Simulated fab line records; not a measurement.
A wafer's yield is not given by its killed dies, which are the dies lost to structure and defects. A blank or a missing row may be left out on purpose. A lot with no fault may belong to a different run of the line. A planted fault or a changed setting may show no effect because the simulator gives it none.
Lot-split experiment / flow n5-finfet / route with 1938 steps; 7 lots, 21 wafers read

## SPLIT DETAILS
At N5_BEOL_M8_ILD_DEP_00 (deposits SiCOH lowk from DEMS/porogen, target thk 179.75 nm, time 33.4 s), the setting time-s was moved away from the recipe's 33.4 s on 7 of the 21 wafers read, by -14.0% to +8.5%. The other wafers ran this setting at the recipe's value.

## BETWEEN THE SPLIT AND THE READING: the file shows 1 step in between
- N5_BEOL_M8_CURE_74: cures SiCOH lowk, time 240 s

## THE READING
At N5_BEOL_M8_THK_MEAS_01: M8_ILD_THK, given in nm. On this fab line, fault-free wafers typically give 154.4 nm with a standard deviation of 2.3 nm.

wafer=L076.2; tool, chamber at the split=pecvd-03, 1; time-s as run, s=33.4; against the recipe=recipe; M8_ILD_THK, nm=152.5; against lot-mates on the recipe=-
wafer=L076.5; tool, chamber at the split=pecvd-03, 2; time-s as run, s=33.4; against the recipe=recipe; M8_ILD_THK, nm=155.9; against lot-mates on the recipe=-
wafer=L076.6; tool, chamber at the split=pecvd-03, 1; time-s as run, s=33.4; against the recipe=recipe; M8_ILD_THK, nm=155.2; against lot-mates on the recipe=-
wafer=L077.1; tool, chamber at the split=pecvd-02, 2; time-s as run, s=33.4; against the recipe=recipe; M8_ILD_THK, nm=157.1; against lot-mates on the recipe=-
wafer=L077.2; tool, chamber at the split=pecvd-02, 1; time-s as run, s=28.71; against the recipe=-14.0%; M8_ILD_THK, nm=133.3; against lot-mates on the recipe=-24.3
wafer=L077.4; tool, chamber at the split=pecvd-02, 2; time-s as run, s=33.4; against the recipe=recipe; M8_ILD_THK, nm=158.2; against lot-mates on the recipe=-
wafer=L082.1; tool, chamber at the split=pecvd-01, 2; time-s as run, s=36.25; against the recipe=+8.5%; M8_ILD_THK, nm=166.0; against lot-mates on the recipe=+10.6
wafer=L082.4; tool, chamber at the split=pecvd-01, 2; time-s as run, s=36.25; against the recipe=+8.5%; M8_ILD_THK, nm=168.1; against lot-mates on the recipe=+12.7
wafer=L082.5; tool, chamber at the split=pecvd-01, 1; time-s as run, s=33.4; against the recipe=recipe; M8_ILD_THK, nm=155.4; against lot-mates on the recipe=-
wafer=L083.2; tool, chamber at the split=pecvd-01, 0; time-s as run, s=33.4; against the recipe=recipe; M8_ILD_THK, nm=149.6; against lot-mates on the recipe=-
wafer=L083.3; tool, chamber at the split=pecvd-01, 1; time-s as run, s=33.4; against the recipe=recipe; M8_ILD_THK, nm=155.5; against lot-mates on the recipe=-
wafer=L083.5; tool, chamber at the split=pecvd-01, 0; time-s as run, s=29.22; against the recipe=-12.5%; M8_ILD_THK, nm=134.8; against lot-mates on the recipe=-17.8
wafer=L090.1; tool, chamber at the split=pecvd-02, 2; time-s as run, s=30.29; against the recipe=-9.3%; M8_ILD_THK, nm=142.1; against lot-mates on the recipe=-11.0
wafer=L090.2; tool, chamber at the split=pecvd-02, 0; time-s as run, s=33.4; against the recipe=recipe; M8_ILD_THK, nm=152.0; against lot-mates on the recipe=-
wafer=L090.5; tool, chamber at the split=pecvd-02, 1; time-s as run, s=33.4; against the recipe=recipe; M8_ILD_THK, nm=154.1; against lot-mates on the recipe=-
wafer=L094.3; tool, chamber at the split=pecvd-03, 1; time-s as run, s=31.85; against the recipe=-4.6%; M8_ILD_THK, nm=149.1; against lot-mates on the recipe=-9.3
wafer=L094.4; tool, chamber at the split=pecvd-03, 1; time-s as run, s=33.4; against the recipe=recipe; M8_ILD_THK, nm=160.5; against lot-mates on the recipe=-
wafer=L094.6; tool, chamber at the split=pecvd-03, 2; time-s as run, s=33.4; against the recipe=recipe; M8_ILD_THK, nm=156.3; against lot-mates on the recipe=-
wafer=L096.1; tool, chamber at the split=pecvd-02, 0; time-s as run, s=33.4; against the recipe=recipe; M8_ILD_THK, nm=154.4; against lot-mates on the recipe=-
wafer=L096.2; tool, chamber at the split=pecvd-02, 2; time-s as run, s=35.25; against the recipe=+5.5%; M8_ILD_THK, nm=167.0; against lot-mates on the recipe=+11.5
wafer=L096.5; tool, chamber at the split=pecvd-02, 1; time-s as run, s=33.4; against the recipe=recipe; M8_ILD_THK, nm=156.6; against lot-mates on the recipe=-

THE FIT
A straight line over all 21 wafers: M8_ILD_THK changes by +1.54 nm for each +1% of time-s; r = +0.96; the points scatter about the line by 2.5 nm.
The same after taking each lot's own level away (the mean of its wafers on the recipe; 21 wafers): +1.52 nm for each +1%; r = +0.97; scatter 2 nm.
Per that fit: largest time-s move, reading shift of 21 nm.
The span of the lots' own levels, 152.55 to 158.40 nm, comes to 2.5 times the standard deviation stated above.
The two slopes are in agreement: the lot-to-lot level therefore moves the slope only a little.
Check: for one of the wafers moved furthest among these (-14.0%), held out of the fit, the line's prediction against its lot-mates is -19.9 nm. It came out at -24.3 nm against them.

## THE WHOLE CHAIN: every reading that the file lists as answering this split, in the file's order
step=N5_BEOL_M8_ILD_DEP_00; what it does=deposits SiCOH lowk from DEMS/porogen, target thk 179.75 nm, time 33.4 s; reading=SiCOH_lowk_of_BEOL_M8_ILD_DEP_00.thk-nm (the simulator's own value, which no gauge read); change (the file's fit)=+1.77 nm for each +1% of the setting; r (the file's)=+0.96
step=N5_BEOL_M8_CURE_74; what it does=cures SiCOH lowk, time 240 s; reading=SiCOH_lowk_of_BEOL_M8_ILD_DEP_00.thk-nm (the simulator's own value, which no gauge read); change (the file's fit)=+1.54 nm for each +1% of the setting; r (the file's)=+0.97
step=N5_BEOL_M8_THK_MEAS_01; what it does=; reading=M8_ILD_THK; change (the file's fit)=+1.54 for each +1% of the setting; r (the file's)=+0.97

## THE FILE'S OWN FIT
M8_ILD_THK changes by +1.54 nm for each +1% of time-s, r = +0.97.
